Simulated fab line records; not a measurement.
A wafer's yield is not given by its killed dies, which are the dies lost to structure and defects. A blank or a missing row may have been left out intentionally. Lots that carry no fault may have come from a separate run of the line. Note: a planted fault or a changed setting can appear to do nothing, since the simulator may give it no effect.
fab line records -- flow nand_harc -- part 2 of 2: steps 4 to 6 of 6
[record] lots = 23, wafers = 69, last_day = 25
route steps=1159 shown A_ZERO_WELL@403 A_CHANNEL_HOLE_D1@472
lots that met no fault: from a run of the same line without faults
start_h: the number of hours between the record's first day and the start of the first shown wafer of the lot -- wait_h: how many hours have passed since the lot's step before this one -- " identical to the entry in the row above -- L1.1+2: a single row standing in for several wafers -- - no value, or no start was given -- * or withheld: withheld -- < > ~ a bound
route shown NAME@n: NAME is a module with steps in the file, n the number in the route of the first one -- usual: mean/standard deviation taken from wafers without a fault -- same: alike in all rows -- chamber/n: place in a boat -- sites: each site's reading -- _std_site: the standard deviation of these -- _edge_site: mean of outer sites minus mean of inner sites -- radius_mm: for every site, how far away it sits from the centre of the wafer -- mask NAME#n: copy n -- behind: the tool/chamber that last shaped the wafer -- hold: why the lot was held/for how many hours/how that ended -- device: whichever transistor did not switch (one of n, p or np) -- end of line: tests run on the same wafers once the route is complete -- for a step that has no rows: nothing shown but its recipe -- killed: at the first sort, the dies lost to defects and structure; wafer yield is something else -- map: a wafer's dies, x killed, . not, _ none there
set.NAME: the setting that was run; set.NAME@STEP: the one run at that earlier step -- model.NAME: the simulator's own value behind a step, which no gauge read
a sample of lots followed through the steps of the route, with each step as a table and each wafer as a row
services: a tool's chamber out of use, with start hour (start_h, from the record's first day; less than 0 if before it), hours out, and reason
[[steps]]
[step NHARC_A_CHANNEL_HOLE_D1_ETCH_26]
[recipe] bias_v = 300, source_w = 2000, pressure_mtorr = 30, time_s = 224.1, ar_flow_sccm = 375, c4f8_flow_sccm = 11.4, o2_flow_sccm = 113.6, temp_c = -20, target_depth_a = 3000, chemistry = C4F8/O2/Ar
[usual] chamber_pressure_mTorr = 30.00/0.031, drypump_motor_current_A = 6.0/0.48, showerhead_plenum_p_Torr = 3.86/0.077, throttle_valve_pct = 24.584/0.0093
lot.wafer,tool,chamber,start_h,wait_h,chamber_pressure_mTorr,drypump_motor_current_A,rf_hours_counter_h,showerhead_plenum_p_Torr,throttle_valve_pct
L074.1,har_etch-02,0,174.52,0.7,30.01,5.8,105,3.93,24.590
L074.4,har_etch-02,0,174.52,0.7,29.96,5.8,-,3.93,24.585
L074.3,har_etch-02,1,174.52,0.7,30.03,6.1,-,3.93,24.589
L076.2,har_etch-01,0,190.20,0.7,29.98,6.7,187,3.73,24.583
L076.3,har_etch-01,1,190.20,0.7,29.98,5.2,-,3.88,24.583
L076.5,har_etch-01,0,190.20,0.7,29.97,6.7,-,3.73,24.588
L075.1,har_etch-02,0,191.21,0.6,30.09,5.8,112,3.92,24.586
L075.4,har_etch-02,0,191.21,0.6,29.96,5.8,-,3.93,24.579
L075.5,har_etch-02,1,191.21,0.6,29.99,6.2,-,3.92,24.594
L077.1,har_etch-02,0,202.41,0.7,30.03,5.8,117,3.92,24.571
L077.2,har_etch-02,1,202.41,0.7,30.07,6.1,117,3.92,24.591
L077.3,har_etch-02,1,202.41,0.7,29.99,6.1,-,3.92,24.596
L078.1,har_etch-01,1,202.55,0.7,30.01,5.2,194,3.88,24.588
L078.5,har_etch-01,1,202.55,0.7,29.99,5.2,-,3.88,24.583
L078.6,har_etch-01,0,202.55,0.7,30.01,6.6,-,3.73,24.584
L079.2,har_etch-02,0,209.78,0.7,29.92,5.8,121,3.92,24.584
L079.1,har_etch-02,1,209.78,0.7,29.96,6.2,121,3.92,24.581
L079.3,har_etch-02,0,209.78,0.7,30.02,5.8,-,3.92,24.586
L080.3,har_etch-02,1,222.65,0.5,29.98,6.1,-,3.92,24.581
L080.4,har_etch-02,0,222.65,0.5,30.00,5.8,-,3.92,24.586
L080.6,har_etch-02,1,222.65,0.5,30.00,6.1,-,3.92,24.575
L081.2,har_etch-01,0,227.84,0.6,30.03,6.6,202,3.72,24.589
L081.6,har_etch-01,1,227.84,0.6,30.01,5.3,-,3.87,24.573
L081.5,har_etch-01,0,227.84,0.6,29.98,6.7,-,3.72,24.594
L084.2,har_etch-02,1,240.59,0.6,30.01,6.1,136,3.91,24.591
L084.3,har_etch-02,0,240.59,0.6,30.03,5.8,-,3.91,24.588
L084.4,har_etch-02,1,240.59,0.6,29.97,6.2,-,3.91,24.573
L083.1,har_etch-01,0,241.99,0.7,30.02,6.6,207,3.72,24.575
L083.3,har_etch-01,0,241.99,0.7,29.99,6.7,-,3.72,24.582
L083.6,har_etch-01,1,241.99,0.7,29.98,5.2,-,3.87,24.581
L088.2,har_etch-02,1,256.85,0.7,29.97,6.2,141,3.91,24.584
L088.4,har_etch-02,0,256.85,0.7,29.96,5.8,-,3.91,24.572
L088.5,har_etch-02,1,256.85,0.7,29.94,6.2,-,3.91,24.600
L087.2,har_etch-01,0,257.02,0.7,30.01,6.6,213,3.72,24.591
L087.4,har_etch-01,1,257.02,0.7,30.00,5.2,-,3.86,24.591
L087.5,har_etch-01,1,257.02,0.7,30.00,5.2,-,3.86,24.576
L086.3,har_etch-02,1,261.09,0.5,29.98,6.2,-,3.90,24.596
L086.4,har_etch-02,0,261.09,0.5,29.99,5.8,-,3.91,24.592
L086.5,har_etch-02,0,261.09,0.5,30.01,5.8,-,3.90,24.581
L085.3,har_etch-01,0,264.60,0.5,29.99,6.6,-,3.71,24.588
L085.6,har_etch-01,0,264.60,0.5,30.03,6.7,-,3.71,24.574
L085.5,har_etch-01,1,264.60,0.5,29.99,5.2,-,3.86,24.559
L090.4,har_etch-02,0,274.10,0.5,30.00,5.8,-,3.90,24.587
L090.3,har_etch-02,1,274.10,0.5,29.94,6.2,-,3.90,24.599
L090.5,har_etch-02,1,274.10,0.5,30.03,6.1,-,3.90,24.593
L089.1,har_etch-01,1,274.80,0.7,30.00,5.2,225,3.86,24.581
L089.5,har_etch-01,1,274.80,0.7,30.00,5.2,-,3.86,24.576
L089.6,har_etch-01,0,274.80,0.7,30.01,6.6,-,3.71,24.595
L091.2,har_etch-02,1,280.88,0.6,29.97,6.2,156,3.90,24.571
L091.5,har_etch-02,0,280.88,0.6,29.96,5.8,-,3.90,24.585
L091.6,har_etch-02,1,280.88,0.6,30.01,6.2,-,3.90,24.594
L092.1,har_etch-01,0,281.38,0.6,29.99,6.6,229,3.71,24.581
L092.6,har_etch-01,1,281.38,0.6,30.05,5.2,-,3.86,24.599
L092.5,har_etch-01,0,281.38,0.6,30.01,6.6,-,3.71,24.608
L093.2,har_etch-02,0,286.58,0.6,29.99,5.8,160,3.90,24.572
L093.3,har_etch-02,1,286.58,0.6,29.93,6.2,-,3.90,24.579
L093.6,har_etch-02,1,286.58,0.6,29.99,6.2,-,3.90,24.582
L094.1,har_etch-01,1,287.45,0.6,29.94,5.2,233,3.85,24.571
L094.4,har_etch-01,1,287.45,0.6,29.96,5.2,-,3.85,24.581
L094.6,har_etch-01,0,287.45,0.6,29.96,6.6,-,3.70,24.575
L095.3,har_etch-01,0,304.66,0.5,30.01,6.6,-,3.70,24.576
L095.5,har_etch-01,0,304.66,0.5,30.02,6.6,-,3.70,24.594
L095.6,har_etch-01,1,304.66,0.5,30.06,5.3,-,3.85,24.591
L096.2,har_etch-02,0,305.85,0.7,30.04,5.8,167,3.89,24.585
L096.1,har_etch-02,1,305.85,0.7,29.99,6.1,167,3.89,24.588
L096.4,har_etch-02,0,305.85,0.7,30.02,5.8,-,3.89,24.587
L097.2,har_etch-02,1,322.10,0.7,30.00,6.2,175,3.89,24.582
L097.3,har_etch-02,1,322.10,0.7,30.03,6.2,-,3.89,24.584
L097.4,har_etch-02,0,322.10,0.7,30.00,5.8,-,3.89,24.580
[step NHARC_A_CHANNEL_HOLE_D1_XSEM_31]
[recipe] landing_energy_ev = 35000
[usual] bot_cd_nm = 74.7/1.2, bow_nm = 8.75/0.3, tilt_deg = 0.07/0.045
lot.wafer,tool,chamber,start_h,wait_h,bot_cd_nm,bow_nm,tilt_deg
L074.1,xsem-01,0,176.36,0.1,73.6,8.74,0.09
L074.3,xsem-01,0,176.36,0.1,73.2,8.69,0.09
L074.4,xsem-01,0,176.36,0.1,73.4,8.71,0.09
L076.2,xsem-01,0,192.03,0.1,75.3,8.33,0.13
L076.3,xsem-01,0,192.03,0.1,74.2,8.29,0.13
L076.5,xsem-01,0,192.03,0.1,75.3,8.31,0.13
L075.1,xsem-02,0,193.05,0.1,73.6,8.60,0.12
L075.4,xsem-02,0,193.05,0.1,73.0,8.63,0.12
L075.5,xsem-02,0,193.05,0.1,73.0,8.60,0.12
L077.1,xsem-01,0,204.27,0.1,73.3,9.09,0.06
L077.2,xsem-01,0,204.27,0.1,73.7,9.11,0.06
L077.3,xsem-01,0,204.27,0.1,74.8,9.09,0.06
L078.1,xsem-02,0,204.38,0.1,76.9,8.95,0.10
L078.5,xsem-02,0,204.38,0.1,77.5,8.83,0.10
L078.6,xsem-02,0,204.38,0.1,75.4,8.93,0.10
L079.1,xsem-01,0,211.64,0.1,75.2,8.83,0.10
L079.2,xsem-01,0,211.64,0.1,75.0,8.78,0.10
L079.3,xsem-01,0,211.64,0.1,76.4,8.86,0.09
L080.3,xsem-02,0,224.74,0.1,74.6,8.97,0.03
L080.4,xsem-02,0,224.74,0.1,76.6,8.88,0.03
L080.6,xsem-02,0,224.74,0.1,75.9,8.99,0.03
L081.2,xsem-02,0,229.64,0.1,74.3,8.94,0.03
L081.5,xsem-02,0,229.64,0.1,75.5,8.95,0.03
L081.6,xsem-02,0,229.64,0.1,75.7,8.93,0.03
L084.2,xsem-01,0,242.40,0.1,75.0,8.48,0.10
L084.3,xsem-01,0,242.40,0.1,73.2,8.42,0.10
L084.4,xsem-01,0,242.40,0.1,77.0,8.47,0.10
L083.1,xsem-02,0,243.82,0.1,77.0,9.02,0.07
L083.3,xsem-02,0,243.82,0.1,76.8,9.14,0.07
L083.6,xsem-02,0,243.82,0.1,74.3,9.08,0.07
L088.2,xsem-01,0,258.69,0.1,73.2,9.14,0.12
L088.4,xsem-01,0,258.69,0.1,74.3,9.16,0.12
L088.5,xsem-01,0,258.69,0.1,72.5,9.16,0.12
L087.2,xsem-02,0,259.18,0.1,73.4,8.76,0.14
L087.4,xsem-02,0,259.18,0.1,75.0,8.72,0.15
L087.5,xsem-02,0,259.18,0.1,74.2,8.77,0.14
L086.3,xsem-01,0,262.86,0.1,76.5,8.23,0.06
L086.4,xsem-01,0,262.86,0.1,77.3,8.22,0.06
L086.5,xsem-01,0,262.86,0.1,76.6,8.21,0.06
L085.3,xsem-02,0,266.38,0.1,74.1,9.04,0.10
L085.5,xsem-02,0,266.38,0.1,75.4,9.04,0.10
L085.6,xsem-02,0,266.38,0.1,75.8,9.06,0.10
L090.3,xsem-01,0,275.88,0.1,76.1,8.87,0.02
L090.4,xsem-01,0,275.88,0.1,73.9,8.93,0.02
L090.5,xsem-01,0,275.88,0.1,75.2,8.92,0.02
L089.1,xsem-02,0,276.65,0.1,73.4,8.40,0.03
L089.5,xsem-02,0,276.65,0.1,74.7,8.43,0.03
L089.6,xsem-02,0,276.65,0.1,74.5,8.41,0.03
L091.2,xsem-01,0,282.69,0.1,75.7,8.49,-0.03
L091.5,xsem-01,0,282.69,0.1,73.7,8.39,-0.03
L091.6,xsem-01,0,282.69,0.1,77.2,8.46,-0.03
L092.1,xsem-02,0,283.18,0.1,74.5,8.51,0.09
L092.5,xsem-02,0,283.18,0.1,73.8,8.48,0.09
L092.6,xsem-02,0,283.18,0.1,73.4,8.43,0.09
L093.2,xsem-01,0,288.37,0.1,74.4,9.18,0.02
L093.3,xsem-01,0,288.37,0.1,74.6,9.21,0.02
L093.6,xsem-01,0,288.37,0.1,75.8,9.24,0.02
L094.1,xsem-02,0,289.25,0.1,74.1,8.29,0.11
L094.4,xsem-02,0,289.25,0.1,72.8,8.26,0.11
L094.6,xsem-02,0,289.25,0.1,74.4,8.26,0.11
L095.3,xsem-01,0,306.43,0.1,76.3,9.14,0.05
L095.5,xsem-01,0,306.43,0.1,75.6,9.13,0.05
L095.6,xsem-01,0,306.43,0.1,76.0,9.11,0.05
L096.1,xsem-01,0,307.68,0.1,74.2,8.52,0.00
L096.2,xsem-01,0,307.68,0.1,73.6,8.55,0.01
L096.4,xsem-01,0,307.68,0.1,74.4,8.61,0.01
L097.2,xsem-02,0,323.95,0.1,74.0,8.88,0.14
L097.3,xsem-02,0,323.95,0.1,73.3,8.91,0.13
L097.4,xsem-02,0,323.95,0.1,75.0,8.90,0.14
[step NHARC_A_CHANNEL_HOLE_D1_INSPECT_40]
[usual] raw_defect_count = 61/18
lot.wafer,tool,chamber,start_h,wait_h,raw_defect_count
L074.1,defect_inspect-02,-,176.46,-,78
L074.3,defect_inspect-02,-,176.46,-,49
L074.4,defect_inspect-02,-,176.46,-,61
L076.2,defect_inspect-02,-,192.12,-,60
L076.3,defect_inspect-02,-,192.12,-,41
L076.5,defect_inspect-02,-,192.12,-,57
L075.1,defect_inspect-02,-,193.15,-,46
L075.4,defect_inspect-02,-,193.15,-,31
L075.5,defect_inspect-02,-,193.15,-,38
L077.1,defect_inspect-02,-,204.36,-,51
L077.2,defect_inspect-02,-,204.36,-,26
L077.3,defect_inspect-02,-,204.36,-,44
L078.1,defect_inspect-01,-,204.47,-,47
L078.5,defect_inspect-01,-,204.47,-,61
L078.6,defect_inspect-01,-,204.47,-,65
L079.1,defect_inspect-01,-,211.74,-,58
L079.2,defect_inspect-01,-,211.74,-,50
L079.3,defect_inspect-01,-,211.74,-,48
L080.3,defect_inspect-01,-,224.83,-,40
L080.4,defect_inspect-01,-,224.83,-,48
L080.6,defect_inspect-01,-,224.83,-,44
L081.2,defect_inspect-01,-,229.76,-,54
L081.5,defect_inspect-01,-,229.76,-,75
L081.6,defect_inspect-01,-,229.76,-,71
L084.2,defect_inspect-01,-,242.50,-,41
L084.3,defect_inspect-01,-,242.50,-,43
L084.4,defect_inspect-01,-,242.50,-,46
L083.1,defect_inspect-01,-,243.92,-,65
L083.3,defect_inspect-01,-,243.92,-,59
L083.6,defect_inspect-01,-,243.92,-,60
L088.2,defect_inspect-02,-,258.78,-,61
L088.4,defect_inspect-02,-,258.78,-,64
L088.5,defect_inspect-02,-,258.78,-,72
L087.2,defect_inspect-02,-,259.28,-,86
L087.4,defect_inspect-02,-,259.28,-,59
L087.5,defect_inspect-02,-,259.28,-,67
L086.3,defect_inspect-01,-,262.96,-,36
L086.4,defect_inspect-01,-,262.96,-,46
L086.5,defect_inspect-01,-,262.96,-,51
L085.3,defect_inspect-01,-,266.47,-,82
L085.5,defect_inspect-01,-,266.47,-,59
L085.6,defect_inspect-01,-,266.47,-,65
L090.3,defect_inspect-02,-,275.97,-,44
L090.4,defect_inspect-02,-,275.97,-,60
L090.5,defect_inspect-02,-,275.97,-,52
L089.1,defect_inspect-01,-,276.75,-,51
L089.5,defect_inspect-01,-,276.75,-,76
L089.6,defect_inspect-01,-,276.75,-,49
L091.2,defect_inspect-02,-,282.78,-,44
L091.5,defect_inspect-02,-,282.78,-,48
L091.6,defect_inspect-02,-,282.78,-,67
L092.1,defect_inspect-02,-,283.28,-,64
L092.5,defect_inspect-02,-,283.28,-,60
L092.6,defect_inspect-02,-,283.28,-,59
L093.2,defect_inspect-02,-,288.47,-,69
L093.3,defect_inspect-02,-,288.47,-,46
L093.6,defect_inspect-02,-,288.47,-,56
L094.1,defect_inspect-02,-,289.34,-,66
L094.4,defect_inspect-02,-,289.34,-,58
L094.6,defect_inspect-02,-,289.34,-,67
L095.3,defect_inspect-01,-,306.52,-,76
L095.5,defect_inspect-01,-,306.52,-,82
L095.6,defect_inspect-01,-,306.52,-,102
L096.1,defect_inspect-01,-,307.77,-,47
L096.2,defect_inspect-01,-,307.77,-,53
L096.4,defect_inspect-01,-,307.77,-,70
L097.2,defect_inspect-01,-,324.04,-,96
L097.3,defect_inspect-01,-,324.04,-,92
L097.4,defect_inspect-01,-,324.04,-,77
[[services]]
tool,chamber,start_h,hours,kind
rie_diel-10,1,113.22,1.4,repair
rie_diel-05,0,118.10,-,clean
rie_diel-05,1,118.10,-,clean
rie_diel-10,3,119.27,11.2,repair
rie_diel-05,3,130.34,8.5,repair
rie_diel-11,-,138.87,0.2,repair
rie_diel-05,-,163.60,9.0,pm
har_etch-01,-,170.74,3.5,repair
rie_diel-10,-,176.50,9.0,pm
rie_diel-11,-,189.50,9.0,pm
rie_diel-11,0,205.27,10.7,repair
rie_diel-05,3,211.44,2.6,repair
rie_diel-05,3,260.18,13.5,repair
har_etch-01,-,290.34,5.0,repair
rie_diel-05,0,290.72,6.3,repair
xsem-02,-,302.00,14.0,pm
har_etch-01,-,305.00,17.0,pm
har_etch-01,0,305.00,17.0,vent_cycle
har_etch-01,1,305.00,17.0,vent_cycle
rie_diel-05,2,308.18,14.5,repair
har_etch-01,0,322.00,-,clean
har_etch-01,0,322.00,-,consumable_replace:focus_ring
har_etch-01,1,322.00,-,clean
har_etch-01,1,322.00,-,consumable_replace:focus_ring
